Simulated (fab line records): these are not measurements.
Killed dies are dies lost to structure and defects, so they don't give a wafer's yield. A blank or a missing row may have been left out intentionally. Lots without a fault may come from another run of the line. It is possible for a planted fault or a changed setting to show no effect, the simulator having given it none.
A struck lot beside a sound one -- flow n5 finfet -- 13 steps out of a route of 1938
Sound: the wafers L911.3, L911.4, L911.5. Struck: wafers L914.1, L914.3, L914.6. At the end, the cause is stated.
Order at every step that has rows: each side's tool, ch and its chambers, its first start. Under that, the readings that differ: sound wafers -- struck wafers -- difference of the means -- sigmas: that difference in standard deviations of wafers without a fault.
alike: a reading whose means differ by less than 2 such deviations, as well as words and numbers matching on both sides. not compared: withheld readings; readings where some wafer has no value; bounds like >300 that might hide an equal value; numbers whose values overlap and for which the record gives no deviation.
Wherever a step has rows on one side only, a row that says differs or no value, or a row with sigmas, the two part there. Numbers that don't overlap but have no deviation are shown without sigmas and don't part them. Lack of a reading on every wafer of one side parts them only where that side has two or more wafers.

first, 9 steps without rows for these wafers: N5_BEOL_M3_EBR_24; N5_BEOL_M3_SOFTBAKE_23 (time 60 s); N5_BEOL_M3_EXPOSE_25 (exposes mask V2, defocus 5 nm); N5_BEOL_M3_PEB_26 (peb time 60 s); N5_BEOL_M3_DEVELOP_27 (develop time 30 s); N5_BEOL_M3_DESCUM_33 (chemistry O2, time 7 s); N5_BEOL_M3_ETCH_77 (etches underlayer in N2/H2, target depth 6.5 nm, time 5.2 s); N5_BEOL_M3_ETCH_69 (etches SiARC in CF4, target depth 15.6 nm, time 26 s); N5_BEOL_M3_ALD_98 (deposits SiO2, target thk 2.5 nm, pulse time 1 s, co reactant pulse time 1 s).
N5_BEOL_M3_ETCHBACK_99: etches SiO2 in CHF3, target depth 5 nm, time 10.4 s.
  sound on rie diel-05 ch 0,2,3, day 9 20:56; struck on rie diel-01 ch 1,3, day 11 00:01
  no value came back on the struck wafers for any of 9 readings (CHF3_flow_sccm (sccm), bias w (W) and others); on the sound wafers CHF3_flow_sccm (sccm) reads 12.00 12.04 12.07
  not compared: rf hours counter h
then, 1 step without rows for these wafers: N5_BEOL_M3_ETCH_70 (etches SOC in N2/H2, target depth 80 nm, overetch 16 nm, time 120 s).
N5_BEOL_M4_RC_MEAS_101:
  the record has rows for the sound wafers here (prober-01 ch 0, day 10 22:16) and none for the struck ones
-- a jump in the record: the struck wafers' starts before and after are 5 days apart (it breaks off in module BEOL_M4 and resumes in module PASSIVATION, where the first step shown is number 1936 of the route) --
N5_PASSIVATION_PROBE_49:
  the record has rows for the struck wafers here (prober-02, day 16 00:44) and none for the sound ones

== WHERE THEY PART ==
Earliest at N5_BEOL_M3_ETCHBACK_99; latest, in this record, at N5_PASSIVATION_PROBE_49.

WHY: what the simulator had put in
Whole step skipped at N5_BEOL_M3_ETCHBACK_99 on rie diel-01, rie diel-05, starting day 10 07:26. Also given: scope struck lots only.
